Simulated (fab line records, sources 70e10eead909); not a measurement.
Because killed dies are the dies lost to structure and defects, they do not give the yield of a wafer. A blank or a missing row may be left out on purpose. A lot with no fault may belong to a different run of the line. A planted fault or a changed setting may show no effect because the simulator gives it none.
Which tool was responsible? | flow nand_harc | 11 lots with 33 wafers sampled at 6 steps, on a route of 1159 steps

## WHAT EACH GAUGE READ, for each wafer
NHARC_P_ZERO_WELL_CD_MEAS_52 targets a cd of 2000 nm.
lot  | measured    | on        | cd_nm (nm)
L141 | day 1 23:49 | cd_sem-02 | 1998.9 2000.4 1998.0
L143 | day 2 11:47 | cd_sem-02 | 2000.3 2001.4 2001.5
L144 | day 2 17:49 | cd_sem-01 | 1999.4 1999.7 1998.2
L147 | day 3 11:47 | cd_sem-01 | - - -
L151 | day 4 11:32 | cd_sem-01 | 2000.8 2000.8 2000.6
L154 | day 5 05:42 | cd_sem-02 | 1998.7 1997.6 2000.2
L157 | day 5 23:41 | cd_sem-02 | 1999.2 1999.8 1998.5
L158 | day 6 05:38 | cd_sem-02 | 2004.0 2001.3 2002.6
L159 | day 6 11:40 | cd_sem-01 | 2002.3 1999.4 2002.3
L160 | day 6 17:53 | cd_sem-01 | 1997.8 1998.6 1999.4
L161 | day 6 23:47 | cd_sem-02 | 1998.6 1997.4 1998.6

NHARC_END_SORT_01.
lot  | measured     | on        | killed_at_array | killed_at_other | killed_at_periphery | killed_dies | killed_open | killed_short
L147 | day 21 05:08 | prober-01 | 20 15 15        | 0 0 1           | 657 662 661         | 677 677 677 | 3 3 3       | 6 0 4
L151 | day 23 14:49 | prober-01 | 24 23           | 1 0             | 5 2                 | 30 25       | 3 3         | 4 0

## EACH LOT AND THE TOOL THAT RAN IT (in order: tool; ch and the chambers of the sampled wafers; start)
lot  | NHARC_P_ZERO_WELL_ETCH_62                    | NHARC_P_ZERO_WELL_DESCUM_26       | NHARC_P_ZERO_WELL_EXPOSE_49      | NHARC_P_ZERO_WELL_DESCUM_54
L141 | rie_diel-13 ch 0,3, day 1 20:47 or earlier   | rie_diel-08 ch 1,2, day 1 20:47   | krf_scanner-02 ch 0, day 1 23:40 | rie_diel-12 ch 0,1,3, day 1 23:59
L143 | rie_diel-08 ch 0,2,3, day 2 08:47 or earlier | rie_diel-13 ch 1,2,3, day 2 08:47 | krf_scanner-01 ch 0, day 2 11:37 | rie_diel-12 ch 2,3, day 2 11:58
L144 | rie_diel-08 ch 1,2, day 2 14:49 or earlier   | rie_diel-08 ch 0,1,3, day 2 14:49 | krf_scanner-04 ch 0, day 2 17:39 | rie_diel-12 ch 1,2, day 2 17:59
L147 | rie_diel-12 ch 0,2,3, day 3 08:40 or earlier | rie_diel-08 ch 0,1,3, day 3 08:40 | krf_scanner-04 ch 0, day 3 11:38 | rie_diel-08 ch 0,1,2, day 3 11:58
L151 | rie_diel-12 ch 2,3, day 4 08:41 or earlier   | rie_diel-12 ch 0,1,3, day 4 08:41 | krf_scanner-04 ch 0, day 4 11:23 | rie_diel-08 ch 0,3, day 4 11:42
L154 | rie_diel-08 ch 1,2,3, day 5 02:40 or earlier | rie_diel-12 ch 2,3, day 5 02:40   | krf_scanner-02 ch 0, day 5 05:33 | rie_diel-12 ch 0,2,3, day 5 05:53
L157 | rie_diel-13 ch 0,1,2, day 5 20:38 or earlier | rie_diel-08 ch 1,2,3, day 5 20:38 | krf_scanner-04 ch 0, day 5 23:32 | rie_diel-13 ch 0,1, day 5 23:50
L158 | rie_diel-12 ch 0,1,3, day 6 02:47 or earlier | rie_diel-13 ch 0,1,3, day 6 02:47 | krf_scanner-04 ch 0, day 6 05:29 | rie_diel-13 ch 1,2,3, day 6 05:49
L159 | rie_diel-13 ch 0,1,3, day 6 08:32 or earlier | rie_diel-12 ch 0,2,3, day 6 08:32 | krf_scanner-01 ch 0, day 6 11:31 | rie_diel-13 ch 1,2,3, day 6 11:50
L160 | rie_diel-13 ch 0,1,3, day 6 14:47 or earlier | rie_diel-12 ch 0,1,3, day 6 14:47 | krf_scanner-02 ch 0, day 6 17:43 | rie_diel-12 ch 0,3, day 6 18:02
L161 | rie_diel-13 ch 0,1, day 6 20:38 or earlier   | rie_diel-08 ch 1,2, day 6 20:38   | krf_scanner-04 ch 0, day 6 23:38 | rie_diel-08 ch 0,1,3, day 6 23:56
- NHARC_P_ZERO_WELL_ETCH_62: etches the open film in CHF3/Ar, target depth 13 nm, time 6.5 s.
- NHARC_P_ZERO_WELL_DESCUM_26: chemistry O2, time 3 s.
- NHARC_P_ZERO_WELL_EXPOSE_49: exposes mask P HVPW, target cd 2000 nm.
- NHARC_P_ZERO_WELL_DESCUM_54: chemistry O2, time 3 s.

## WHAT THE TOOLS THEMSELVES READ (means of the sampled wafers that have a number; where no wafer has one, the mark that the record gives instead)
NHARC_P_ZERO_WELL_ETCH_62.
lot  | tool        | bias_w (W) | drypump_motor_current_A (A) | oes_product_au (a.u.) | rf_vpp_V (V) | showerhead_plenum_p_Torr (Torr) | throttle_valve_pct (%)
L141 | rie_diel-13 | 200.8      | 5.9                         | 0.955                 | 370.7        | 2.32                            | 20.219
L143 | rie_diel-08 | 199.9      | 5.7                         | 0.920                 | 371.5        | 2.37                            | 20.216
L144 | rie_diel-08 | 200.0      | 5.8                         | 0.957                 | 370.7        | 2.33                            | 20.218
L147 | rie_diel-12 | 199.7      | 6.3                         | 0.976                 | 368.4        | 2.29                            | 20.209
L151 | rie_diel-12 | 200.2      | 6.2                         | 0.965                 | 369.1        | 2.25                            | 20.222
L154 | rie_diel-08 | 199.4      | 5.6                         | 0.957                 | 370.5        | 2.32                            | 20.220
L157 | rie_diel-13 | 200.1      | 6.1                         | 0.965                 | 371.2        | 2.39                            | 20.210
L158 | rie_diel-12 | 200.1      | 5.9                         | 0.956                 | 368.8        | 2.25                            | 20.215
L159 | rie_diel-13 | 200.0      | 5.9                         | 0.964                 | 370.5        | 2.35                            | 20.221
L160 | rie_diel-13 | 199.6      | 5.9                         | 0.919                 | 370.8        | 2.35                            | 20.215
L161 | rie_diel-13 | 199.4      | 5.9                         | 0.952                 | 372.9        | 2.45                            | 20.215

NHARC_P_ZERO_WELL_DESCUM_26.
lot  | tool        | drypump_motor_current_A (A) | oes_product_au (a.u.) | rf_vpp_V (V) | showerhead_plenum_p_Torr (Torr) | throttle_valve_pct (%)
L141 | rie_diel-08 | 5.6                         | 0.998                 | 57.9         | 1.86                            | 11.312
L143 | rie_diel-13 | 6.1                         | 0.993                 | 57.3         | 1.87                            | 11.313
L144 | rie_diel-08 | 5.5                         | 1.002                 | 57.3         | 1.90                            | 11.321
L147 | rie_diel-08 | 5.5                         | 0.993                 | 57.5         | 1.90                            | 11.313
L151 | rie_diel-12 | 5.9                         | 0.998                 | 57.3         | 1.84                            | 11.312
L154 | rie_diel-12 | 6.4                         | 0.994                 | 58.0         | 1.88                            | 11.309
L157 | rie_diel-08 | 5.6                         | 1.000                 | 57.6         | 1.89                            | 11.317
L158 | rie_diel-13 | 5.9                         | 0.999                 | 58.4         | 1.91                            | 11.307
L159 | rie_diel-12 | 6.3                         | 0.994                 | 57.1         | 1.87                            | 11.310
L160 | rie_diel-12 | 5.9                         | 0.998                 | 58.3         | 1.84                            | 11.302
L161 | rie_diel-08 | 5.8                         | 0.995                 | 56.5         | 1.90                            | 11.309

NHARC_P_ZERO_WELL_DESCUM_54.
lot  | tool        | drypump_motor_current_A (A) | oes_product_au (a.u.) | rf_vpp_V (V) | showerhead_plenum_p_Torr (Torr) | throttle_valve_pct (%)
L141 | rie_diel-12 | 5.9                         | 0.989                 | 57.2         | 1.84                            | 11.311
L143 | rie_diel-12 | 6.2                         | 0.995                 | 57.0         | 1.83                            | 11.307
L144 | rie_diel-12 | 5.8                         | 0.990                 | 57.5         | 1.86                            | 11.298
L147 | rie_diel-08 | 5.7                         | 1.001                 | 57.4         | 1.90                            | 11.308
L151 | rie_diel-08 | 5.6                         | 1.000                 | 57.7         | 1.94                            | 11.313
L154 | rie_diel-12 | 6.3                         | 0.994                 | 56.8         | 1.87                            | 11.316
L157 | rie_diel-13 | 6.0                         | 0.991                 | 58.1         | 2.00                            | 11.306
L158 | rie_diel-13 | 6.1                         | 0.994                 | 57.8         | 1.87                            | 11.313
L159 | rie_diel-13 | 6.1                         | 0.995                 | 56.7         | 1.87                            | 11.317
L160 | rie_diel-12 | 6.1                         | 1.001                 | 58.3         | 1.86                            | 11.309
L161 | rie_diel-08 | 5.5                         | 0.999                 | 57.1         | 1.89                            | 11.305

## THE ANSWER, worked out from the rows above alone
Rule: the usual values come from the lots themselves. Put in order of their means at a reading, lots are off if they are a third of the lots or fewer, leave a main group of 4 or more, and stand apart from it by a gap of 3 or more times the standard deviation of the main group's means; of several such gaps the widest counts. A main group whose means are all the same, to the digits that the tables above print for the reading, isn't used. Also off: a lot with no number at a reading for which 4 or more lots have one. The other lots that the step has rows for count as sound. Order of review: gauges by route order, followed by the tools' own readings, for which a lot's mean as printed above is used. The first step at which some lot is off is used, and at that step the reading that is off furthest; a lot without a number counts as furthest.
Off: L147 (NHARC_P_ZERO_WELL_CD_MEAS_52, cd_nm). Without a number there: L147. The main group: mean 1999.9 nm, standard deviation 1.4.
A tool fits if, at a process step before that reading, it ran every lot that is off, and no sound lot after the first of them. Gauges at NHARC_P_ZERO_WELL_CD_MEAS_52: tried the same way as those tools. Because NHARC_P_ZERO_WELL_ETCH_62 lacks a start for some lots, the hours and order of its lots are taken from NHARC_P_ZERO_WELL_DESCUM_26. Not one of the candidates tried fits.

## WHAT WAS PUT IN BY THE SIMULATOR
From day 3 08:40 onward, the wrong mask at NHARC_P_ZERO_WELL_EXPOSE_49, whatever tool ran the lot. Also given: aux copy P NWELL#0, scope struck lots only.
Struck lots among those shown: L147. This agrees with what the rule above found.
